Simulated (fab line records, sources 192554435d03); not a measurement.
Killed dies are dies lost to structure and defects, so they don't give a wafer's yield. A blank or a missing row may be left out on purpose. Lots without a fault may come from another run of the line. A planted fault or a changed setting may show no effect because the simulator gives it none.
Which tool did it? | flow n5_finfet | 20 lots, 60 wafers sampled, at 6 steps of a route of 1938

WHAT THE GAUGES READ, wafer by wafer
The record holds no reading of a measuring or inspecting step that can be judged against a usual standard deviation.

WHICH TOOL RAN EACH LOT (tool, then ch and the chambers of the sampled wafers, then the start)
lot  | N5_BEOL_M8_ETCH_72                 | N5_BEOL_M8_TRENCH_ETCH_37                     | N5_BEOL_M8_ETCH_41                            | N5_BEOL_M8_DEP_56               | N5_BEOL_M9_PECVD_70             | N5_BEOL_M9_HM_DEP_02
L074 | rie_diel-03 ch 0,2,3, day 9 00:47  | rie_diel-03 ch 0,2,3, day 9 04:53 or earlier  | rie_diel-03 ch 0,2,3, day 9 04:53 or earlier  | pecvd-02 ch 0,1,2, day 9 04:53  | pecvd-04 ch 0,2, day 9 05:38    | pvd_sputter-02, day 9 05:53
L075 | rie_diel-02 ch 0,1,2, day 9 10:55  | rie_diel-02 ch 0,1,2, day 9 14:23 or earlier  | rie_diel-02 ch 0,1,2, day 9 14:23 or earlier  | pecvd-03 ch 1, day 9 14:23      | pecvd-02 ch 0,1,2, day 9 15:13  | pvd_sputter-02, day 9 15:34
L076 | rie_diel-02 ch 0,3, day 9 18:55    | rie_diel-02 ch 0,3, day 9 22:14 or earlier    | rie_diel-02 ch 0,3, day 9 22:14 or earlier    | pecvd-02 ch 1,2, day 9 22:14    | pecvd-01 ch 0,1,2, day 9 22:59  | pvd_sputter-01, day 9 23:59
L077 | rie_diel-03 ch 2,3, day 9 20:06    | rie_diel-03 ch 2,3, day 9 23:11 or earlier    | rie_diel-03 ch 2,3, day 9 23:11 or earlier    | pecvd-02 ch 0,1, day 9 23:11    | pecvd-02 ch 0,1,2, day 9 23:57  | pvd_sputter-03, day 10 00:17
L078 | rie_diel-02 ch 1,2,3, day 9 23:41  | rie_diel-02 ch 1,2,3, day 10 02:22 or earlier | rie_diel-02 ch 1,2,3, day 10 02:22 or earlier | pecvd-04 ch 0,1, day 10 02:22   | pecvd-02 ch 0,2, day 10 03:08   | pvd_sputter-03, day 10 05:09
L079 | rie_diel-02 ch 1,2,3, day 10 04:31 | rie_diel-02 ch 1,2,3, day 10 06:55 or earlier | rie_diel-02 ch 1,2,3, day 10 06:55 or earlier | pecvd-03 ch 0,1, day 10 06:55   | pecvd-02 ch 0,1, day 10 07:41   | pvd_sputter-02, day 10 08:42
L080 | rie_diel-03 ch 2,3, day 10 08:08   | rie_diel-03 ch 2,3, day 10 12:33 or earlier   | rie_diel-03 ch 2,3, day 10 12:33 or earlier   | pecvd-02 ch 1,2, day 10 12:33   | pecvd-02 ch 1,2, day 10 13:18   | pvd_sputter-02, day 10 14:52
L081 | rie_diel-03 ch 0,1,3, day 11 06:45 | rie_diel-03 ch 0,1,3, day 11 09:22 or earlier | rie_diel-03 ch 0,1,3, day 11 09:22 or earlier | pecvd-04 ch 0,1, day 11 09:22   | pecvd-04 ch 0,1,2, day 11 10:07 | pvd_sputter-03, day 11 10:43
L082 | rie_diel-03 ch 0,3, day 11 13:22   | rie_diel-03 ch 0,3, day 11 17:56 or earlier   | rie_diel-03 ch 0,3, day 11 17:56 or earlier   | pecvd-03 ch 1,2, day 11 17:56   | pecvd-04 ch 1,2, day 11 18:41   | pvd_sputter-03, day 11 19:03
L085 | rie_diel-02 ch 0,1,3, day 11 21:38 | rie_diel-02 ch 0,1,3, day 12 00:23 or earlier | rie_diel-02 ch 0,1,3, day 12 00:23 or earlier | pecvd-02 ch 0,2, day 12 00:23   | pecvd-04 ch 1,2, day 12 01:20   | pvd_sputter-02, day 12 01:40
L083 | rie_diel-06 ch 0,2,3, day 12 00:00 | rie_diel-06 ch 0,2,3, day 12 02:51 or earlier | rie_diel-06 ch 0,2,3, day 12 02:51 or earlier | pecvd-02 ch 0,2, day 12 02:51   | pecvd-01 ch 0,1,2, day 12 03:40 | pvd_sputter-03, day 12 04:50
L086 | rie_diel-02 ch 0,1, day 12 15:01   | rie_diel-02 ch 0,1, day 12 19:38 or earlier   | rie_diel-02 ch 0,1, day 12 19:38 or earlier   | pecvd-04 ch 0,1,2, day 12 19:38 | pecvd-04 ch 0,2, day 12 20:26   | pvd_sputter-02, day 12 22:26
L087 | rie_diel-02 ch 0,1,3, day 12 18:01 | rie_diel-02 ch 0,1,3, day 12 22:07 or earlier | rie_diel-02 ch 0,1,3, day 12 22:07 or earlier | pecvd-04 ch 0,1,2, day 12 22:07 | pecvd-01 ch 0,1,2, day 12 22:53 | pvd_sputter-02, day 12 23:02
L089 | rie_diel-06 ch 0,1,2, day 13 02:29 | rie_diel-06 ch 0,1,2, day 13 06:24 or earlier | rie_diel-06 ch 0,1,2, day 13 06:24 or earlier | pecvd-02 ch 0,1,2, day 13 06:24 | pecvd-02 ch 1,2, day 13 07:29   | pvd_sputter-01, day 13 10:31
L092 | rie_diel-02 ch 1,2, day 13 21:01   | rie_diel-02 ch 1,2, day 14 01:11 or earlier   | rie_diel-02 ch 1,2, day 14 01:11 or earlier   | pecvd-02 ch 0,2, day 14 01:11   | pecvd-04 ch 0,2, day 14 01:56   | pvd_sputter-03, day 14 02:59
L094 | rie_diel-02 ch 1,3, day 14 06:16   | rie_diel-02 ch 1,3, day 14 09:16 or earlier   | rie_diel-02 ch 1,3, day 14 09:16 or earlier   | pecvd-02 ch 0,2, day 14 09:16   | pecvd-02 ch 1,2, day 14 10:02   | pvd_sputter-01, day 14 11:02
L093 | rie_diel-03 ch 0,3, day 14 07:21   | rie_diel-03 ch 0,3, day 14 11:37 or earlier   | rie_diel-03 ch 0,3, day 14 11:37 or earlier   | pecvd-02 ch 0,2, day 14 11:37   | pecvd-01 ch 1,2, day 14 12:23   | pvd_sputter-03, day 14 13:29
L095 | rie_diel-03 ch 0,1,3, day 14 12:32 | rie_diel-03 ch 0,1,3, day 14 15:53 or earlier | rie_diel-03 ch 0,1,3, day 14 15:53 or earlier | pecvd-03 ch 0,1,2, day 14 15:53 | pecvd-01 ch 0,1,2, day 14 16:39 | pvd_sputter-03, day 14 17:47
L097 | rie_diel-06 ch 2,3, day 14 21:17   | rie_diel-06 ch 2,3, day 15 00:46 or earlier   | rie_diel-06 ch 2,3, day 15 00:46 or earlier   | pecvd-03 ch 0,2, day 15 00:46   | pecvd-04 ch 0,1, day 15 01:31   | pvd_sputter-02, day 15 03:40
L096 | rie_diel-03 ch 1,2, day 14 21:19   | rie_diel-03 ch 1,2, day 15 00:55 or earlier   | rie_diel-03 ch 1,2, day 15 00:55 or earlier   | pecvd-02 ch 0,1,2, day 15 00:55 | pecvd-02 ch 1,2, day 15 01:41   | pvd_sputter-02, day 15 03:52
- N5_BEOL_M8_ETCH_72: etches underlayer in N2/H2, target depth 6.5 nm, time 5.2 s.
- N5_BEOL_M8_TRENCH_ETCH_37: etches SiCOH lowk in C4F6/O2, target depth 93.478 nm, time 31.2 s.
- N5_BEOL_M8_ETCH_41: etches SiCN in CH3F/O2, target depth 31.9 nm, time 57.8 s.
- N5_BEOL_M8_DEP_56: deposits SiCN from 3MS/NH3, target thk 10 nm, time 17.5 s.
- N5_BEOL_M9_PECVD_70: deposits SiO2 from TEOS/O2, target thk 20 nm, time 22.7 s.
- N5_BEOL_M9_HM_DEP_02: deposits TiN, target thk 20 nm.

WHAT THE TOOLS THEMSELVES READ (means of the sampled wafers that have a number; where no wafer has one, the mark that the record gives instead)
N5_BEOL_M8_ETCH_72.
lot  | tool        | bias_w (W) | drypump_motor_current_A (A) | etch_rf_on_time_s (s) | n2_flow_sccm (sccm) | oes_product_au (a.u.) | rf_vpp_V (V) | showerhead_plenum_p_Torr (Torr) | throttle_valve_pct (%)
L074 | rie_diel-03 | 149.9      | 5.59                        | 5.27                  | 200.2               | 0.65                  | 524.3        | 2.57                            | 17.7
L075 | rie_diel-02 | 150.0      | 5.51                        | 5.31                  | 200.6               | 0.61                  | 521.2        | 2.47                            | 18.3
L076 | rie_diel-02 | 149.6      | 5.74                        | 5.25                  | 199.8               | 0.72                  | 520.6        | 2.49                            | 18.1
L077 | rie_diel-03 | 149.6      | 5.83                        | 5.48                  | 199.8               | 0.65                  | 525.1        | 2.53                            | 17.7
L078 | rie_diel-02 | 150.1      | 5.56                        | 5.11                  | 200.2               | 0.67                  | 522.1        | 2.49                            | 18.2
L079 | rie_diel-02 | 149.9      | 5.55                        | 5.16                  | 200.1               | 0.67                  | 523.8        | 2.49                            | 18.2
L080 | rie_diel-03 | 149.8      | 5.77                        | 5.38                  | 199.2               | 0.69                  | 524.9        | 2.55                            | 17.6
L081 | rie_diel-03 | 150.0      | 5.41                        | 5.23                  | 200.1               | 0.70                  | 525.1        | 2.51                            | 17.6
L082 | rie_diel-03 | 149.6      | 5.37                        | 5.20                  | 200.2               | 0.73                  | 524.4        | 2.58                            | 17.5
L085 | rie_diel-02 | 149.7      | 5.56                        | 5.35                  | 200.3               | 0.65                  | 521.3        | 2.46                            | 18.3
L083 | rie_diel-06 | 149.7      | 5.84                        | 5.25                  | 199.4               | 0.66                  | 521.6        | 2.48                            | 17.9
L086 | rie_diel-02 | 149.9      | 5.37                        | 5.34                  | 200.5               | 0.61                  | 520.9        | 2.44                            | 18.4
L087 | rie_diel-02 | 150.0      | 5.55                        | 5.35                  | 199.9               | 0.64                  | 521.6        | 2.46                            | 18.3
L089 | rie_diel-06 | 149.8      | 5.66                        | 5.19                  | 200.0               | 0.71                  | 525.1        | 2.54                            | 17.8
L092 | rie_diel-02 | 149.4      | 5.55                        | 5.07                  | 199.8               | 0.74                  | 521.6        | 2.47                            | 18.0
L094 | rie_diel-02 | 149.7      | 5.41                        | 5.20                  | 199.1               | 0.65                  | 521.0        | 2.45                            | 18.3
L093 | rie_diel-03 | 149.7      | 5.37                        | 5.17                  | 200.1               | 0.70                  | 523.3        | 2.57                            | 17.6
L095 | rie_diel-03 | 149.9      | 5.40                        | 5.28                  | 200.3               | 0.66                  | 522.9        | 2.50                            | 17.6
L097 | rie_diel-06 | 149.7      | 5.81                        | 5.19                  | 200.2               | 0.75                  | 526.9        | 2.66                            | 17.8
L096 | rie_diel-03 | 150.1      | 5.54                        | 5.34                  | 200.2               | 0.67                  | 523.6        | 2.49                            | 17.6

N5_BEOL_M8_TRENCH_ETCH_37.
lot  | tool        | bias_w (W) | drypump_motor_current_A (A) | oes_product_au (a.u.) | rf_vpp_V (V) | showerhead_plenum_p_Torr (Torr) | throttle_valve_pct (%)
L074 | rie_diel-03 | 184.9      | 5.57                        | 0.76                  | 674          | 2.88                            | 20.79
L075 | rie_diel-02 | 184.4      | 5.54                        | 0.71                  | 655          | 2.75                            | 21.21
L076 | rie_diel-02 | 184.8      | 5.74                        | 0.85                  | 662          | 2.76                            | 20.91
L077 | rie_diel-03 | 185.8      | 5.84                        | 0.77                  | 665          | 2.84                            | 20.76
L078 | rie_diel-02 | 185.4      | 5.56                        | 0.78                  | 673          | 2.78                            | 21.16
L079 | rie_diel-02 | 185.0      | 5.56                        | 0.79                  | 674          | 2.78                            | 21.16
L080 | rie_diel-03 | 185.6      | 5.78                        | 0.81                  | 678          | 2.86                            | 20.77
L081 | rie_diel-03 | 184.6      | 5.40                        | 0.81                  | 669          | 2.82                            | 20.66
L082 | rie_diel-03 | 185.3      | 5.38                        | 0.87                  | 668          | 2.88                            | 20.61
L085 | rie_diel-02 | 184.9      | 5.55                        | 0.76                  | 664          | 2.74                            | 21.18
L083 | rie_diel-06 | 185.1      | 5.82                        | 0.78                  | 650          | 2.76                            | 20.85
L086 | rie_diel-02 | 184.7      | 5.38                        | 0.72                  | 668          | 2.73                            | 21.46
L087 | rie_diel-02 | 184.4      | 5.55                        | 0.76                  | 665          | 2.74                            | 21.20
L089 | rie_diel-06 | 185.1      | 5.67                        | 0.82                  | 658          | 2.83                            | 20.78
L092 | rie_diel-02 | 185.2      | 5.53                        | 0.86                  | 664          | 2.76                            | 20.97
L094 | rie_diel-02 | 184.6      | 5.40                        | 0.76                  | 685          | 2.76                            | 21.40
L093 | rie_diel-03 | 185.1      | 5.36                        | 0.83                  | 668          | 2.87                            | 20.64
L095 | rie_diel-03 | 184.8      | 5.42                        | 0.78                  | 669          | 2.80                            | 20.72
L097 | rie_diel-06 | 185.0      | 5.80                        | 0.88                  | 648          | 2.97                            | 20.80
L096 | rie_diel-03 | 184.6      | 5.55                        | 0.79                  | 687          | 2.81                            | 20.80

N5_BEOL_M8_ETCH_41.
lot  | tool        | bias_w (W) | drypump_motor_current_A (A) | oes_product_au (a.u.) | rf_vpp_V (V) | showerhead_plenum_p_Torr (Torr) | throttle_valve_pct (%)
L074 | rie_diel-03 | 75.12      | 5.58                        | 0.77                  | 297.9        | 2.03                            | 16.22
L075 | rie_diel-02 | 75.04      | 5.54                        | 0.72                  | 296.7        | 1.92                            | 16.62
L076 | rie_diel-02 | 75.01      | 5.74                        | 0.84                  | 296.2        | 1.93                            | 16.28
L077 | rie_diel-03 | 75.08      | 5.83                        | 0.77                  | 297.4        | 1.99                            | 16.21
L078 | rie_diel-02 | 75.02      | 5.53                        | 0.79                  | 296.3        | 1.95                            | 16.50
L079 | rie_diel-02 | 75.09      | 5.53                        | 0.77                  | 296.3        | 1.95                            | 16.50
L080 | rie_diel-03 | 75.04      | 5.79                        | 0.82                  | 297.7        | 2.01                            | 16.19
L081 | rie_diel-03 | 75.01      | 5.39                        | 0.81                  | 296.5        | 1.98                            | 16.09
L082 | rie_diel-03 | 75.07      | 5.35                        | 0.86                  | 298.5        | 2.02                            | 15.99
L085 | rie_diel-02 | 74.85      | 5.55                        | 0.76                  | 296.2        | 1.92                            | 16.55
L083 | rie_diel-06 | 74.95      | 5.84                        | 0.78                  | 296.0        | 1.95                            | 16.30
L086 | rie_diel-02 | 75.03      | 5.37                        | 0.71                  | 295.6        | 1.91                            | 16.78
L087 | rie_diel-02 | 75.04      | 5.56                        | 0.76                  | 294.5        | 1.92                            | 16.57
L089 | rie_diel-06 | 75.11      | 5.67                        | 0.82                  | 296.9        | 1.99                            | 16.20
L092 | rie_diel-02 | 75.09      | 5.53                        | 0.86                  | 296.1        | 1.94                            | 16.31
L094 | rie_diel-02 | 75.08      | 5.39                        | 0.76                  | 296.1        | 1.93                            | 16.70
L093 | rie_diel-03 | 75.12      | 5.36                        | 0.82                  | 297.9        | 2.01                            | 16.03
L095 | rie_diel-03 | 75.06      | 5.40                        | 0.78                  | 296.2        | 1.97                            | 16.16
L097 | rie_diel-06 | 75.03      | 5.82                        | 0.88                  | 298.4        | 2.09                            | 16.20
L096 | rie_diel-03 | 74.88      | 5.56                        | 0.80                  | 297.4        | 1.98                            | 16.23

N5_BEOL_M8_DEP_56.
lot  | tool     | showerhead_plenum_p_Torr (Torr) | showerhead_vpp_V (V) | throttle_valve_pct (%)
L074 | pecvd-02 | 3.652                           | 856                  | 9.0
L075 | pecvd-03 | 3.680                           | 840                  | 9.8
L076 | pecvd-02 | 3.655                           | 850                  | 9.2
L077 | pecvd-02 | 3.663                           | 854                  | 9.3
L078 | pecvd-04 | 3.673                           | 842                  | 9.2
L079 | pecvd-03 | 3.665                           | 855                  | 9.6
L080 | pecvd-02 | 3.641                           | 834                  | 9.0
L081 | pecvd-04 | 3.676                           | 834                  | 9.4
L082 | pecvd-03 | 3.663                           | 890                  | 9.0
L085 | pecvd-02 | 3.649                           | 857                  | 8.9
L083 | pecvd-02 | 3.656                           | 861                  | 8.9
L086 | pecvd-04 | 3.678                           | 851                  | 9.1
L087 | pecvd-04 | 3.678                           | 859                  | 9.0
L089 | pecvd-02 | 3.652                           | 857                  | 9.3
L092 | pecvd-02 | 3.646                           | 852                  | 8.8
L094 | pecvd-02 | 3.654                           | 872                  | 9.0
L093 | pecvd-02 | 3.652                           | 864                  | 9.0
L095 | pecvd-03 | 3.672                           | 875                  | 9.3
L097 | pecvd-03 | 3.665                           | 897                  | 8.7
L096 | pecvd-02 | 3.655                           | 860                  | 9.3

N5_BEOL_M9_PECVD_70.
lot  | tool     | heater_power_w (W) | showerhead_plenum_p_Torr (Torr) | showerhead_vpp_V (V) | throttle_valve_pct (%)
L074 | pecvd-04 | 767                | 8.84                            | 1275                 | 21.9
L075 | pecvd-02 | 746                | 8.71                            | 1276                 | 22.4
L076 | pecvd-01 | 714                | 8.87                            | 1328                 | 23.4
L077 | pecvd-02 | 761                | 8.72                            | 1276                 | 22.7
L078 | pecvd-02 | 620                | 8.71                            | 1258                 | 21.4
L079 | pecvd-02 | 721                | 8.75                            | 1287                 | 23.2
L080 | pecvd-02 | 665                | 8.72                            | 1262                 | 22.8
L081 | pecvd-04 | 715                | 8.81                            | 1280                 | 22.3
L082 | pecvd-04 | 722                | 8.83                            | 1291                 | 21.8
L085 | pecvd-04 | 654                | 8.84                            | 1298                 | 22.1
L083 | pecvd-01 | 746                | 8.86                            | 1332                 | 23.4
L086 | pecvd-04 | 792                | 8.83                            | 1300                 | 21.6
L087 | pecvd-01 | 735                | 8.87                            | 1335                 | 23.5
L089 | pecvd-02 | 770                | 8.71                            | 1266                 | 23.0
L092 | pecvd-04 | 831                | 8.83                            | 1266                 | 22.1
L094 | pecvd-02 | 695                | 8.71                            | 1255                 | 22.0
L093 | pecvd-01 | 626                | 8.83                            | 1315                 | 22.9
L095 | pecvd-01 | 751                | 8.86                            | 1338                 | 23.5
L097 | pecvd-04 | 770                | 8.83                            | 1246                 | 22.7
L096 | pecvd-02 | 665                | 8.72                            | 1240                 | 22.1

N5_BEOL_M9_HM_DEP_02.
lot  | tool           | chamber_pressure_pa (Pa) | throttle_valve_pct (%)
L074 | pvd_sputter-02 | 0.5007                   | 30.0
L075 | pvd_sputter-02 | 0.4999                   | 29.6
L076 | pvd_sputter-01 | 0.5000                   | 29.1
L077 | pvd_sputter-03 | 0.4999                   | 30.3
L078 | pvd_sputter-03 | 0.5003                   | 30.1
L079 | pvd_sputter-02 | 0.5000                   | 30.0
L080 | pvd_sputter-02 | 0.5005                   | 29.0
L081 | pvd_sputter-03 | 0.4997                   | 30.2
L082 | pvd_sputter-03 | 0.4997                   | 30.2
L085 | pvd_sputter-02 | 0.5001                   | 29.5
L083 | pvd_sputter-03 | 0.4998                   | 30.0
L086 | pvd_sputter-02 | 0.4991                   | 29.4
L087 | pvd_sputter-02 | 0.4991                   | 29.6
L089 | pvd_sputter-01 | 0.4996                   | 29.5
L092 | pvd_sputter-03 | 0.5002                   | 30.3
L094 | pvd_sputter-01 | 0.4995                   | 29.5
L093 | pvd_sputter-03 | 0.5008                   | 30.0
L095 | pvd_sputter-03 | 0.4990                   | 30.1
L097 | pvd_sputter-02 | 0.4999                   | 30.3
L096 | pvd_sputter-02 | 0.4998                   | 29.2

THE ANSWER, worked out from the rows above alone
Rule: what is usual is taken from the lots themselves. Put in order of their means at a reading, lots are off if they are a third of the lots or fewer, leave a main group of 4 or more, and stand apart from it by a gap of 3 or more times the standard deviation of the main group's means; of several such gaps the widest counts. A main group whose means are all the same, to the digits that the tables above print for the reading, isn't used. A lot without any number at a reading at which 4 lots or more have one is off too. The other lots that the step has rows for count as sound. The gauges are gone through in route order, then the tools' own readings, and for those a lot's mean is taken as printed above. The first step at which some lot is off is used, and at that step the reading that is off furthest; a lot without a number counts as furthest.
No lot is off at any reading shown: from this, nothing can be told.

WHAT THE SIMULATOR HAD PUT IN
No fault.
